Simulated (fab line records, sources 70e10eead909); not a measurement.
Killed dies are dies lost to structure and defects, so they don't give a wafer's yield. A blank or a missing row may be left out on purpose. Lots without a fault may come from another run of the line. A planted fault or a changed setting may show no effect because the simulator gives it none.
fab line records | flow nand_harc
record lots=7 wafers=21 last_day=25
route steps=1159 shown A_BLC@982 A_M0@994 END@1159
lots that met no fault: from a run of the same line without faults
start_h: hours from the record's first day to the start of the lot's first wafer shown | wait_h: hours since the lot's step before | " the same as in the row above | L1.1+2: a row that stands for several wafers | - no value, or no start given | * or withheld: withheld | < > ~ a bound
route shown NAME@n: a module of which the file shows steps, and the number in the route of the first | usual: mean/standard deviation of fault-free wafers | same: alike in all rows | chamber/n: place in a boat | sites: the reading at each site | _std_site: their standard deviation | _edge_site: outer sites' mean less inner sites' | radius_mm: how far each site lies from the wafer's centre | mask NAME#n: copy n | behind: the tool/chamber that last shaped the wafer | hold: why the lot was held/for how many hours/how that ended | device: the transistor (n, p or np) that didn't switch | end of line: the same wafers' tests at the end of the route | a step without rows: its recipe alone | killed: dies lost to structure and defects at the first sort, not the wafer's yield | map: a wafer's dies, x killed, . not, _ none there
set.NAME: the setting as run; set.NAME@STEP: as run at that earlier step | model.NAME: the simulator's own value behind a step, which no gauge read
lots at some steps of the route; a table a step, a row a wafer
services: from which hour (start_h, from the record's first day; less than 0 if before it) a tool's chamber was out of use, for how many hours, and why
## steps
# step NHARC_A_BLC_STRIP_29
# recipe cf4_flow_sccm=150 ar_flow_sccm=0 bias_w=0 chemistry=CF4
# step NHARC_A_BLC_STRIP_21
# recipe o2_flow_sccm=500 ar_flow_sccm=0 bias_w=0 chemistry=O2
# usual chamber_pressure_mTorr=60.00/0.064 drypump_motor_current_A=5.85/0.27 oes_product_au=0.993/0.013 rf_vpp_V=57.7/0.82 showerhead_plenum_p_Torr=3.46/0.13 throttle_valve_pct=17.036/0.0091
# same bias_w=0
# columns lot.wafer tool chamber start_h wait_h chamber_pressure_mTorr drypump_motor_current_A oes_product_au rf_hours_counter_h rf_vpp_V showerhead_plenum_p_Torr throttle_valve_pct
L564.3 rie_diel-07 2 436.50 0.1 60.02 6.10 1.000 3 58.1 3.34 17.025
L564.2 " 3 " " 59.99 5.50 0.992 2 57.0 3.51 17.026
L564.1 " 0 " " 59.96 5.88 0.966 3 56.9 3.28 17.048
L563.4 rie_diel-07 0 444.54 0.1 60.06 5.86 0.971 3 56.6 3.28 17.033
L563.3 " 2 " " 59.93 6.09 0.997 3 58.1 3.34 17.039
L563.6 " 0 " " 59.98 5.86 0.970 - 57.1 3.28 17.048
L568.3 rie_diel-03 1 467.05 0.1 59.99 5.98 0.991 7 57.6 3.41 17.035
L568.2 " 3 " " 59.97 6.04 1.003 6 58.1 3.54 17.032
L568.6 " 1 " " 59.88 5.98 0.985 - 56.3 3.41 17.033
L567.2 rie_diel-03 1 467.79 0.1 59.98 6.00 0.994 7 57.3 3.41 17.045
L567.4 " 2 " " 59.95 5.88 1.002 7 57.4 3.57 17.017
L567.6 " 3 " " 60.00 6.10 0.997 - 57.8 3.54 17.043
L565.3 rie_diel-01 1 482.30 0.1 60.05 5.77 1.001 59 56.9 3.58 17.042
L565.2 " 2 " " 59.97 5.90 0.978 60 57.6 3.44 17.026
L565.5 " 2 " " 59.95 5.90 0.994 - 56.8 3.44 17.022
L572.4 rie_diel-07 0 499.37 0.2 60.03 5.87 0.982 9 57.9 3.28 17.050
L572.3 " 1 " " 59.85 5.87 1.019 10 58.6 3.70 17.033
L572.5 " 0 " " 59.99 5.87 0.961 - 56.5 3.28 17.017
L577.1 rie_diel-01 2 537.03 0.3 59.88 5.91 0.974 13 57.5 3.43 17.027
L577.2 " 0 " " 60.09 6.62 1.003 15 57.6 3.40 17.041
L577.5 " 3 " " 59.90 5.50 1.003 - 58.0 3.29 17.039
# step NHARC_A_BLC_STRIP_22
# recipe time_s=600 temp_c=30 chemistry=post_etch_residue_remover
# step NHARC_A_BLC_DEGAS_30
# recipe temp_c=300 time_s=60
# usual heater_power_w=454/44 susceptor_temp_C=300.01/0.17
# columns lot.wafer tool chamber start_h wait_h heater_power_w susceptor_temp_C
L564.1 pvd_sputter-02 - 436.91 - 475 299.73
L564.2 " - " " 490 299.92
L564.3 " - " " 401 300.16
L563.4 pvd_sputter-03 - 444.95 - 520 300.05
L563.3 " - " " 408 299.88
L563.6 " - " " 413 299.94
L568.2 pvd_sputter-01 - 467.49 - 507 300.01
L568.3 " - " " 520 299.75
L568.6 " - " " 510 299.73
L567.2 pvd_sputter-02 - 468.20 - 483 300.20
L567.4 " - " " 468 299.97
L567.6 " - " " 468 300.10
L565.2 pvd_sputter-01 - 482.72 - 503 299.96
L565.3 " - " " 519 299.83
L565.5 " - " " 522 300.16
L572.3 pvd_sputter-02 - 499.79 - 473 299.90
L572.4 " - " " 497 299.80
L572.5 " - " " 466 299.92
L577.1 pvd_sputter-03 - 537.46 - 517 300.18
L577.2 " - " " 427 300.20
L577.5 " - " " 416 300.13
# step NHARC_A_BLC_PRE_CLEAN_31
# recipe time_s=15 bias_v=250 gas=Ar
# step NHARC_A_BLC_PVD_32
# recipe target_thk_a=50 chamber_pressure_pa=5 power_w=5000 substrate_temp_c=200 time_s=17.7 material=Ti
# usual cathode_dc_power_W=5000.1/0.88 throttle_valve_pct=29.9/1.1
# columns lot.wafer tool chamber start_h wait_h cathode_dc_power_W throttle_valve_pct
L564.3 pvd_sputter-02 - - - 4999.4 28.7
L564.2 " - " " 5000.0 30.3
L564.1 " - " " 5001.8 29.4
L563.3 pvd_sputter-03 - - - 4999.0 29.1
L563.4 " - " " 4999.7 29.1
L563.6 " - " " 4999.0 29.0
L568.2 pvd_sputter-01 - - - 5000.5 32.6
L568.3 " - " " 5001.4 28.8
L568.6 " - " " 5000.4 32.5
L567.4 pvd_sputter-02 - - - 4999.6 28.6
L567.2 " - " " 5000.4 30.1
L567.6 " - " " 5000.0 29.0
L565.2 pvd_sputter-01 - - - 5001.5 30.2
L565.3 " - " " 4999.6 32.5
L565.5 " - " " 4999.7 29.8
L572.4 pvd_sputter-02 - - - 4999.8 30.4
L572.3 " - " " 5000.2 29.8
L572.5 " - " " 4998.3 30.2
L577.2 pvd_sputter-03 - - - 5000.4 28.7
L577.1 " - " " 4998.7 28.8
L577.5 " - " " 5000.5 31.2
# step NHARC_A_BLC_ALD_23
# recipe target_thk_a=30 pulse_time_s=1 ald_cycles=150 temp_c=450 material=TiN
# step NHARC_A_BLC_CVD_24
# recipe target_thk_a=1500 temp_c=300 pressure_torr=40 wf6_flow_sccm=40 h2_flow_sccm=1600 ar_flow_sccm=1560 time_s=434 material=W
# step NHARC_A_BLC_CMP_25
# recipe t_overpolish_s=30 target_thk_nm=150
# usual motor_current_A=11.7/0.84 overpolish_run_s=30.000/0.009 slurry_flow_ml_min=150.0/0.46 time_to_endpoint_s=30/3.3
# columns lot.wafer tool chamber start_h wait_h motor_current_A overpolish_run_s slurry_flow_ml_min time_to_endpoint_s
L564.3 cmp-01 3 439.58 0.2 10.9 29.988 150.1 29
L564.1 " 0 " " 10.6 30.010 149.7 33
L564.2 " 1 " " 12.0 29.982 150.2 36
L563.3 cmp-02 0 447.96 0.2 12.1 30.006 149.7 24
L563.4 " 1 " " 11.5 30.001 150.4 29
L563.6 " 1 " " 11.1 29.993 149.5 29
L568.2 cmp-02 0 468.52 0.5 12.1 29.982 149.9 26
L568.3 " 1 " " 11.2 30.001 150.0 33
L568.6 " 2 " " 11.8 29.996 149.8 26
L567.2 cmp-01 1 469.19 0.4 12.0 30.010 150.8 30
L567.4 " 3 " " 10.8 29.990 150.5 24
L567.6 " 1 " " 12.2 30.005 150.8 32
L565.3 cmp-03 1 494.91 0.3 10.6 29.998 150.0 31
L565.2 " 0 " " 11.7 29.993 149.6 33
L565.5 " 1 " " 12.1 29.974 149.8 31
L572.4 cmp-02 1 509.34 0.3 11.1 30.001 150.6 32
L572.3 " 3 " " 14.3 29.994 149.1 31
L572.5 " 1 " " 11.6 30.005 150.1 35
L577.1 cmp-03 0 538.93 0.4 10.7 30.005 150.5 30
L577.2 " 2 " " 11.7 29.999 150.6 33
L577.5 " 1 " " 11.6 30.011 149.9 29
# step NHARC_A_BLC_SRD_27
# step NHARC_A_BLC_INSPECT_28
# usual raw_defect_count=446/150
# columns lot.wafer tool chamber start_h wait_h raw_defect_count
L564.1 defect_inspect-01 - 439.99 0.1 794
L564.2 " - " " 339
L564.3 " - " " 439
L563.3 defect_inspect-02 - 448.36 0.1 308
L563.4 " - " " 589
L563.6 " - " " 734
L568.2 defect_inspect-01 - 468.88 0.1 310
L568.3 " - " " 280
L568.6 " - " " 476
L567.2 defect_inspect-02 - 469.57 0.1 777
L567.4 " - " " 1105
L567.6 " - " " 560
L565.2 defect_inspect-02 - 495.32 0.1 358
L565.3 " - " " 284
L565.5 " - " " 394
L572.3 defect_inspect-01 - 509.72 0.1 357
L572.4 " - " " 503
L572.5 " - " " 478
L577.1 defect_inspect-02 - 539.33 0.1 573
L577.2 " - " " 503
L577.5 " - " " 437
# step NHARC_A_M0_DEP_00
# recipe target_thk_a=1500 target_thk_nm=150 temp_c=withheld pressure_torr=5 flow_sccm=200 rf_w=600 material=SiOC
# usual rf_fwd_power_W=598.6/1.6
# columns lot.wafer tool chamber start_h wait_h rf_fwd_power_W
L564.3 pecvd-04 2 440.05 0.1 599.9
L564.2 " 0 " " 598.2
L564.1 " 1 " " 598.8
L563.3 pecvd-04 0 448.48 0.1 597.2
L563.4 " 2 " " 597.5
L563.6 " 1 " " 600.6
L568.2 pecvd-04 2 468.94 0.1 600.3
L568.3 " 0 " " 597.3
L568.6 " 2 " " 603.0
L567.2 pecvd-04 2 469.64 0.1 600.0
L567.4 " 0 " " 598.7
L567.6 " 1 " " 596.4
L565.2 pecvd-04 1 495.43 0.1 595.8
L565.3 " 2 " " 599.3
L565.5 " 2 " " 599.2
L572.3 pecvd-03 1 509.88 0.2 598.2
L572.4 " 2 " " 597.3
L572.5 " 1 " " 596.7
L577.2 pecvd-01 2 539.44 0.1 598.1
L577.1 " 0 " " 600.3
L577.5 " 1 " " 598.0
# step NHARC_A_M0_DEHYDRATE_01
# recipe temp_c=150 time_s=120
# step NHARC_A_M0_HMDS_02
# recipe time_s=30
# step NHARC_A_M0_COAT_33
# recipe temp_c=200 time_s=65
# step NHARC_A_M0_COAT_03
# recipe spin_rpm=1500 resist_thk_nm=90
# step NHARC_A_M0_SOFTBAKE_04
# recipe temp_c=105 time_s=55
# step NHARC_A_M0_EBR_05
# step NHARC_A_M0_EXPOSE_06
# recipe na=1.35 target_cd_nm=80 dose_mj=83.25 mask_id=A_M0
# step NHARC_A_M0_PEB_07
# recipe peb_temp_c=100 peb_time_s=65
# step NHARC_A_M0_DEVELOP_08
# recipe develop_time_s=35 dev_temp_c=23
# step NHARC_A_M0_CD_MEAS_09
# recipe target_cd_nm=80 landing_energy_ev=500
# usual cd_nm=79.9/0.76
# columns lot.wafer tool chamber start_h wait_h cd_nm
L564.1 cd_sem-03 0 440.89 - 79.8
L564.2 " 0 " " 80.2
L564.3 " 0 " " 80.2
L563.3 cd_sem-02 0 449.15 - 79.3
L563.4 " 0 " " 79.8
L563.6 " 0 " " 79.7
L568.2 cd_sem-02 0 469.81 - 79.9
L568.3 " 0 " " 80.3
L568.6 " 0 " " 80.1
L567.2 cd_sem-01 0 470.50 - 79.8
L567.4 " 0 " " 79.7
L567.6 " 0 " " 78.8
L565.2 cd_sem-03 0 496.22 - 80.4
L565.3 " 0 " " 79.8
L565.5 " 0 " " 79.8
L572.3 cd_sem-01 0 510.63 - 78.8
L572.4 " 0 " " 79.0
L572.5 " 0 " " 80.8
L577.1 cd_sem-03 0 540.25 - 79.9
L577.2 " 0 " " 80.8
L577.5 " 0 " " 81.2
# step NHARC_A_M0_OVL_MEAS_10
# recipe pitch_nm=160
# usual overlay_x_nm=0.3/0.86 overlay_y_nm=0.0/0.77
# columns lot.wafer tool chamber start_h wait_h overlay_x_nm overlay_y_nm
L564.1 overlay-01 - 440.98 - -0.4 0.0
L564.2 " - " " 0.0 -0.5
L564.3 " - " " -0.1 -0.2
L563.3 overlay-01 - 449.23 - -0.2 -1.0
L563.4 " - " " 0.7 -1.0
L563.6 " - " " 0.2 -0.9
L568.2 overlay-01 - 469.89 - 1.9 -1.1
L568.3 " - " " 1.9 -1.3
L568.6 " - " " 2.2 -1.2
L567.2 overlay-01 - 470.59 - 0.8 -0.9
L567.4 " - " " 0.0 -0.4
L567.6 " - " " 0.5 -0.7
L565.2 overlay-02 - 496.31 - 1.4 0.6
L565.3 " - " " 1.3 0.9
L565.5 " - " " 1.3 0.0
L572.3 overlay-02 - 510.72 - 0.2 -0.4
L572.4 " - " " -0.2 -0.3
L572.5 " - " " -0.1 -0.4
L577.1 overlay-02 - 540.34 - -0.7 0.8
L577.2 " - " " -0.5 1.0
L577.5 " - " " -0.8 1.0
# step NHARC_A_M0_INSPECT_11
# usual raw_defect_count=28/12
# columns lot.wafer tool chamber start_h wait_h raw_defect_count
L564.1 defect_inspect-01 - 441.02 0.0 25
L564.2 " - " " 23
L564.3 " - " " 21
L563.3 defect_inspect-01 - 449.27 0.0 31
L563.4 " - " " 19
L563.6 " - " " 28
L568.2 defect_inspect-02 - 469.93 0.0 935
L568.3 " - " " 945
L568.6 " - " " 948
L567.2 defect_inspect-02 - 470.62 0.0 932
L567.4 " - " " 949
L567.6 " - " " 953
L565.2 defect_inspect-02 - 496.34 0.0 980
L565.3 " - " " 959
L565.5 " - " " 965
L572.3 defect_inspect-01 - 510.75 0.0 24
L572.4 " - " " 27
L572.5 " - " " 33
L577.1 defect_inspect-02 - 540.38 0.0 47
L577.2 " - " " 42
L577.5 " - " " 40
# step NHARC_A_M0_DESCUM_14
# recipe time_s=3 o2_flow_sccm=200 ar_flow_sccm=0 bias_power_w=0 chemistry=O2
# usual chamber_pressure_mTorr=60.00/0.054 drypump_motor_current_A=5.64/0.23 oes_product_au=0.999/0.013 rf_vpp_V=57.9/0.87 showerhead_plenum_p_Torr=1.92/0.087 throttle_valve_pct=11.311/0.0086
# columns lot.wafer tool chamber start_h wait_h chamber_pressure_mTorr drypump_motor_current_A oes_product_au rf_hours_counter_h rf_vpp_V showerhead_plenum_p_Torr throttle_valve_pct
L564.2 rie_diel-04 0 441.08 0.1 60.07 5.64 1.001 12 58.4 2.00 11.313
L564.3 " 1 " " 59.98 5.71 0.986 12 58.0 1.78 11.319
L564.1 " 3 " " 59.98 5.69 1.014 9 59.2 2.03 11.315
L563.3 rie_diel-09 0 449.34 0.1 60.04 5.51 0.996 1 57.9 1.80 11.313
L563.4 " 2 " " 60.04 6.07 0.994 1 59.8 2.00 11.325
L563.6 " 3 " " 60.05 5.80 1.003 - 57.8 1.95 11.315
L568.3 rie_diel-13 2 469.99 0.1 60.05 5.40 0.990 1 57.7 1.98 11.300
L568.2 " 3 " " 60.01 6.03 0.982 0 58.6 1.89 11.325
L568.6 " 3 " " 60.04 6.05 0.991 - 56.9 1.89 11.308
L567.4 rie_diel-13 0 470.69 0.1 59.95 5.86 0.997 1 58.0 1.95 11.300
L567.2 " 2 " " 60.06 5.38 1.005 1 57.6 1.98 11.308
L567.6 " 0 " " 59.94 5.85 0.991 - 58.3 1.95 11.306
L565.3 rie_diel-13 3 496.40 0.1 60.10 6.03 0.976 2 57.5 1.89 11.299
L565.2 " 2 " " 60.03 5.36 0.992 2 60.4 1.98 11.303
L565.5 " 0 " " 60.03 5.87 0.996 - 58.1 1.95 11.321
L572.4 rie_diel-04 3 510.82 0.1 60.06 5.68 0.987 2 59.2 2.03 11.308
L572.3 " 1 " " 60.04 5.68 0.989 3 57.6 1.78 11.306
L572.5 " 2 " " 59.97 5.26 0.992 - 57.5 1.89 11.308
L577.2 rie_diel-09 0 540.46 0.1 60.06 5.51 1.009 9 57.0 1.79 11.308
L577.1 " 1 " " 60.01 5.78 1.005 9 59.1 1.99 11.320
L577.5 " 3 " " 60.11 5.81 1.001 - 57.6 1.94 11.303
# step NHARC_END_SORT_01
# recipe temp_c=25
# usual defect_limited_yield=95.5/1.4 killed_at_array=26/9.1 killed_at_other=0.7/0.9 killed_at_periphery=3.6/2.8 killed_dies=30/9.2 killed_open=3.0/1.9 killed_short=2.0/1.4 sort_bin_2_pct=1.4/0.6 sort_bin_3_pct=0.23/0.17 sort_bin_4_pct=2.8/0.92 sort_n_pass=647/9.2 sort_rim_yield_pct=95.9/2.1 sort_yield_pct=95.5/1.4
# same gross_dies=677 sort_bin_5_pct[%]=0 sort_bin_6_pct[%]=0 sort_bin_7_pct[%]=0 sort_bin_8_pct[%]=0 sort_rim_n_gross=106.00
# columns lot.wafer tool chamber start_h wait_h defect_limited_yield[%] killed_at_array killed_at_other killed_at_periphery killed_dies killed_open killed_short sort_bin_2_pct[%] sort_bin_3_pct[%] sort_bin_4_pct[%] sort_n_pass sort_rim_yield_pct[%] sort_yield_pct[%]
L564.1 prober-01 0 489.48 2.5 95.3 28 2 2 32 3 3 1.9 0.30 2.5 645 92.5 95.3
L564.2 prober-01 0 490.28 2.8 96.5 23 0 1 24 5 2 0.7 0 2.8 653 95.3 96.5
L564.3 prober-01 0 491.07 3.1 96.6 22 1 0 23 5 4 0.6 0.15 2.7 654 93.4 96.6
L563.3 prober-02 0 491.12 3.1 95.1 27 2 4 33 2 3 1.8 0.30 2.8 644 96.2 95.1
L563.4 prober-02 0 491.91 3.4 96.9 16 1 4 21 2 0 0.9 0 2.2 656 98.1 96.9
L563.6 prober-02 0 493.50 4.0 96.2 24 1 1 26 1 2 0.4 0.15 3.2 651 97.2 96.2
L568.2 prober-01 0 513.17 2.8 82.4 116 0 3 119 2 1 5.9 4.73 6.9 558 92.5 82.4
L568.3 prober-01 0 513.97 3.1 88.0 77 1 3 81 3 2 4.6 3.69 3.7 596 82.1 88.0
L568.6 prober-01 0 516.36 4.0 79.8 133 1 3 137 3 2 7.5 5.47 7.2 540 87.7 79.8
L567.2 prober-02 0 513.20 2.8 83.3 111 0 2 113 4 1 7.5 4.14 5.0 564 96.2 83.3
L567.4 prober-02 0 514.85 3.5 87.3 84 0 2 86 2 1 4.6 3.84 4.3 591 84.0 87.3
L567.6 prober-02 0 516.49 4.1 89.7 67 0 3 70 1 0 4.6 2.36 3.4 607 86.8 89.7
L565.2 prober-02 0 538.17 2.8 86.9 86 0 3 89 4 5 4.9 3.10 5.2 588 81.1 86.9
L565.3 prober-02 0 538.97 3.1 81.2 124 1 2 127 1 2 6.9 5.17 6.6 550 94.3 81.2
L565.5 prober-02 0 540.58 3.7 80.1 133 1 1 135 3 3 8.3 4.73 6.9 542 92.5 80.1
L572.3 prober-02 0 563.24 3.1 95.9 23 2 3 28 4 2 1.0 0.30 2.8 649 97.2 95.9
L572.4 prober-02 0 564.04 3.4 96.3 23 1 1 25 1 4 1.3 0.15 2.2 652 98.1 96.3
L572.5 prober-02 0 564.84 3.7 95.9 24 0 4 28 1 1 1.2 0.44 2.5 649 98.1 95.9
L577.1 prober-02 0 585.03 2.5 93.5 40 0 4 44 5 3 2.1 0.59 3.8 633 95.3 93.5
L577.2 prober-02 0 585.83 2.8 93.2 40 0 6 46 3 1 1.8 0.44 4.6 631 92.5 93.2
L577.5 prober-02 0 588.25 3.7 96.2 25 0 1 26 2 0 1.9 0.30 1.6 651 94.3 96.2
# killed by level:class
L564.1 A_SLIT:chamber_film_flake=11 A_CHANNEL_HOLE_D1:chamber_film_flake=6 A_STAIRCASE:chamber_film_flake=5 A_CONTACT:chamber_film_flake=2 P_CONTACT:geometric_particle:open=1 A_CHANNEL_FILL_D1:geometric_particle:short=1 A_WL_FILL:geometric_particle:open=1 A_CONTACT:geometric_particle:open=1
L564.2 A_SLIT:chamber_film_flake=8 A_CHANNEL_HOLE_D1:chamber_film_flake=3 A_STAIRCASE:chamber_film_flake=3 A_M0:geometric_particle:open=2 A_CHANNEL_FILL_D1:geometric_particle:open=1 A_SGD_CUT:geometric_particle:open=1 A_WL_FILL:geometric_particle:open=1 A_BLC:geometric_particle:short=1
L564.3 A_SLIT:chamber_film_flake=6 A_STAIRCASE:chamber_film_flake=4 A_CHANNEL_HOLE_D1:chamber_film_flake=3 A_CHANNEL_FILL_D1:geometric_particle:open=2 A_CHANNEL_FILL_D1:geometric_particle:short=2 A_WL_FILL:geometric_particle:short=2 A_CONTACT:geometric_particle:open=2 A_WL_FILL:geometric_particle:open=1
L563.3 A_CHANNEL_HOLE_D1:chamber_film_flake=18 A_STAIRCASE:chamber_film_flake=4 P_GATE:chamber_film_flake=2 P_GATE:geometric_particle:short=1 A_CHANNEL_FILL_D1:geometric_particle:open=1 A_SGD_CUT:geometric_particle:short=1 A_M0:geometric_particle:open=1 STARTING-WAFER:geometric_particle:short=1
L563.4 A_CHANNEL_HOLE_D1:chamber_film_flake=9 A_STAIRCASE:chamber_film_flake=3 A_CONTACT:chamber_film_flake=3 P_STI:chamber_film_flake=2 P_CONTACT:geometric_particle:open=1 A_CONTACT:geometric_particle:open=1 P_GATE:chamber_film_flake=1 THIN_TSV:chamber_film_flake=1
L563.6 A_CHANNEL_HOLE_D1:chamber_film_flake=16 A_STAIRCASE:chamber_film_flake=3 A_ONON_D1:geometric_particle:open=1 A_ONON_D1:geometric_particle:short=1 A_WL_FILL:geometric_particle:short=1 P_GATE:chamber_film_flake=1 A_WL_FILL:chamber_film_flake=1 A_M0:chamber_film_flake=1
L568.2 A_M0:unspecified=89 A_CHANNEL_HOLE_D1:chamber_film_flake=9 A_SLIT:chamber_film_flake=9 A_CONTACT:chamber_film_flake=4 A_STAIRCASE:chamber_film_flake=3 P_GATE:geometric_particle:open=1 P_M0:geometric_particle:short=1 A_M0:geometric_particle:open=1
L567.2 A_M0:unspecified=94 A_CHANNEL_HOLE_D1:chamber_film_flake=6 A_CONTACT:chamber_film_flake=5 A_STAIRCASE:chamber_film_flake=2 P_STI:geometric_particle:open=1 P_M2:geometric_particle:open=1 A_SOURCE_PLATE:geometric_particle:open=1 A_CHANNEL_FILL_D1:geometric_particle:short=1
L568.3 A_M0:unspecified=54 A_SLIT:chamber_film_flake=12 A_STAIRCASE:chamber_film_flake=3 A_CONTACT:chamber_film_flake=3 A_CHANNEL_HOLE_D1:chamber_film_flake=2 P_M0:geometric_particle:open=1 A_ONON_D1:geometric_particle:open=1 A_CHANNEL_HOLE_D1:geometric_particle:open=1
L567.4 A_M0:unspecified=56 A_CHANNEL_HOLE_D1:chamber_film_flake=12 A_CONTACT:chamber_film_flake=9 A_STAIRCASE:chamber_film_flake=3 P_GATE:geometric_particle:open=1 A_SOURCE_PLATE:geometric_particle:open=1 A_CONTACT:geometric_particle:short=1 P_GATE:chamber_film_flake=1
L568.6 A_M0:unspecified=96 A_SLIT:chamber_film_flake=16 A_STAIRCASE:chamber_film_flake=6 A_CHANNEL_HOLE_D1:chamber_film_flake=5 A_CONTACT:chamber_film_flake=3 A_WL_FILL:chamber_film_flake=2 P_M0:geometric_particle:open=1 A_ONON_D1:geometric_particle:short=1
L567.6 A_M0:unspecified=38 A_CHANNEL_HOLE_D1:chamber_film_flake=16 A_CONTACT:chamber_film_flake=8 A_STAIRCASE:chamber_film_flake=4 P_GATE:chamber_film_flake=2 A_WL_FILL:geometric_particle:open=1 P_ZERO_WELL:chamber_film_flake=1
L565.2 A_M0:unspecified=38 A_CHANNEL_HOLE_D1:chamber_film_flake=22 A_SLIT:chamber_film_flake=10 A_STAIRCASE:chamber_film_flake=3 A_CONTACT:chamber_film_flake=3 P_M0:geometric_particle:open=2 A_WL_FILL:geometric_particle:short=2 A_SOURCE_PLATE:geometric_particle:open=1
L565.3 A_M0:unspecified=88 A_CHANNEL_HOLE_D1:chamber_film_flake=17 A_SLIT:chamber_film_flake=9 A_CONTACT:chamber_film_flake=5 A_STAIRCASE:chamber_film_flake=2 P_CONTACT:geometric_particle:short=1 A_CHANNEL_FILL_D1:geometric_particle:short=1 A_M1:geometric_particle:open=1
L565.5 A_M0:unspecified=96 A_SLIT:chamber_film_flake=16 A_CHANNEL_HOLE_D1:chamber_film_flake=7 A_CONTACT:chamber_film_flake=3 A_WL_FILL:geometric_particle:short=2 A_ZERO_WELL:chamber_film_flake=2 A_WL_FILL:geometric_particle:open=1 A_CONTACT:geometric_particle:open=1
L572.3 A_CHANNEL_HOLE_D1:chamber_film_flake=18 A_CONTACT:geometric_particle:open=2 THIN_TSV:chamber_film_flake=2 P_CONTACT:geometric_particle:short=1 P_M0:geometric_particle:open=1 P_M1:geometric_particle:short=1 A_STAIRCASE:geometric_particle:open=1 A_STAIRCASE:chamber_film_flake=1
L572.4 A_CHANNEL_HOLE_D1:chamber_film_flake=15 A_ONON_D1:geometric_particle:short=1 A_CHANNEL_HOLE_D1:geometric_particle:short=1 A_WL_FILL:geometric_particle:short=1 A_BLC:geometric_particle:short=1 A_BLC:geometric_particle:open=1 P_BONDPAD:chamber_film_flake=1 A_SLIT:chamber_film_flake=1
L572.5 A_CHANNEL_HOLE_D1:chamber_film_flake=18 P_GATE:chamber_film_flake=2 A_CONTACT:chamber_film_flake=2 P_CONTACT:geometric_particle:short=1 A_CONTACT:geometric_particle:open=1 P_CONTACT:chamber_film_flake=1 A_CHANNEL_FILL_D1:chamber_film_flake=1 A_SGD_CUT:chamber_film_flake=1
L577.1 A_SLIT:chamber_film_flake=17 A_CHANNEL_HOLE_D1:chamber_film_flake=11 P_STI:chamber_film_flake=3 A_CHANNEL_FILL_D1:geometric_particle:short=2 A_CONTACT:geometric_particle:open=2 A_CHANNEL_FILL_D1:chamber_film_flake=2 P_GATE:geometric_particle:open=1 A_SOURCE_PLATE:geometric_particle:open=1
L577.2 A_SLIT:chamber_film_flake=18 A_CHANNEL_HOLE_D1:chamber_film_flake=12 A_CONTACT:chamber_film_flake=4 P_ZERO_WELL:chamber_film_flake=3 P_STI:chamber_film_flake=2 A_STAIRCASE:chamber_film_flake=2 A_WL_FILL:geometric_particle:open=1 A_CONTACT:geometric_particle:open=1
L577.5 A_SLIT:chamber_film_flake=15 A_CHANNEL_HOLE_D1:chamber_film_flake=9 P_M0:geometric_particle:open=1 A_M0:geometric_particle:open=1
# map L565.5 (x killed, . not)
____________.____________
_________......._________
_______..........._______
______..........x..______
_____..............._____
____.................____
____.................____
___..x......x.........___
___...................___
__x....................__
__.........x...........__
_......x...x............_
_...xx.x................_
_...xxxxxx............x._
_...xxxxx.x............._
_..xxxxxxxx....x........_
...xxxxxxxx..............
.x.xxxxxxxxx.............
..xxxxxxxxx..............
...xxxxxxxxx........x....
..xxxxxxxxxx.............
_..xxxxxxxx............._
_..xxxxxxxx...........x._
_...xxxxxx.x........x..._
_....xxxxx.........x.xx._
_xx...x.........x..xxxx._
__.x...............x..x__
__.......x......x...xx.__
___........x.......x..___
___.................x.___
____.x...............____
____xx..x..........x.____
_____..............._____
______.............______
_______..........._______
_________......._________
____________.____________
# map L567.2 (x killed, . not)
____________.____________
_________......._________
_______..........._______
______.....x.......______
_____..............x_____
____.....x...........____
____.................____
___...................___
___...................___
__.....................__
__.....................__
_.....x................._
_....x.x................_
_....x.xx..............._
_...xxxxxx.............._
_..xxxxxxxx............._
..xxxxxxxxx..............
...xxxxxxxx..............
..xxxxxxxxxx.............
x..xxxxxxxxx.............
...xxxxxxxxx.............
_..xxxxxxxxx............_
_...xxxxxx.............._
_..x.xxxxxx............._
_....xxxxx....x........._
_..xxxx.xx.........x...._
__.x...x..........x....__
__....................x__
___...................___
___...................___
____.............x...____
____............xx...____
_____x...........x.._____
______.............______
_______..........._______
_________......._________
____________.____________
## services
# columns tool chamber start_h hours kind
pecvd-01 - 418.26 13.0 pm
cmp-01 - 418.53 2.0 repair
rie_diel-13 0 422.28 4.6 repair
cmp-02 - 422.62 4.0 pm
rie_diel-09 - 431.10 9.0 pm
rie_diel-13 0 439.06 12.5 repair
pvd_sputter-01 - 448.68 4.1 repair
rie_diel-13 - 453.00 9.0 pm
pvd_sputter-03 - 456.15 2.1 repair
cmp-03 - 456.86 4.0 pm
rie_diel-04 - 465.90 9.0 pm
cmp-01 - 473.50 4.0 pm
cmp-02 - 477.28 0.7 repair
rie_diel-04 3 478.24 14.8 repair
rie_diel-07 3 480.85 7.0 repair
rie_diel-01 2 489.91 1.6 repair
rie_diel-01 - 491.97 9.0 pm
rie_diel-13 0 501.06 2.7 repair
rie_diel-04 1 502.93 6.6 repair
rie_diel-04 - 506.15 1.2 repair
pvd_sputter-01 - 514.05 10.0 pm
rie_diel-13 - 514.42 0.7 repair
cmp-02 - 520.62 4.0 pm
rie_diel-07 1 524.50 9.5 repair
## key
first_sign step=NHARC_A_M0_INSPECT_11 reading=raw_defect_count direction=up sigmas=80 usual=28 struck=952
effect step=NHARC_END_SORT_01 reading=killed_at_array direction=up sigmas=8.5 usual=26 struck=103
more_kills_born_at NHARC_A_M0_DEP_00@pecvd-04=649
met_at NHARC_A_M0_DEP_00
struck_wafers L565.2,L565.3,L565.5,L567.2,L567.4,L567.6,L568.2,L568.3,L568.6
onset_between 448.48 468.94
fault kind=chamber_particle_source tool=pecvd-04 chamber=- onset_h=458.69 steps=NHARC_A_M0_DEP_00 rate_per_visit_cm2=1.3759 end_h=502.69
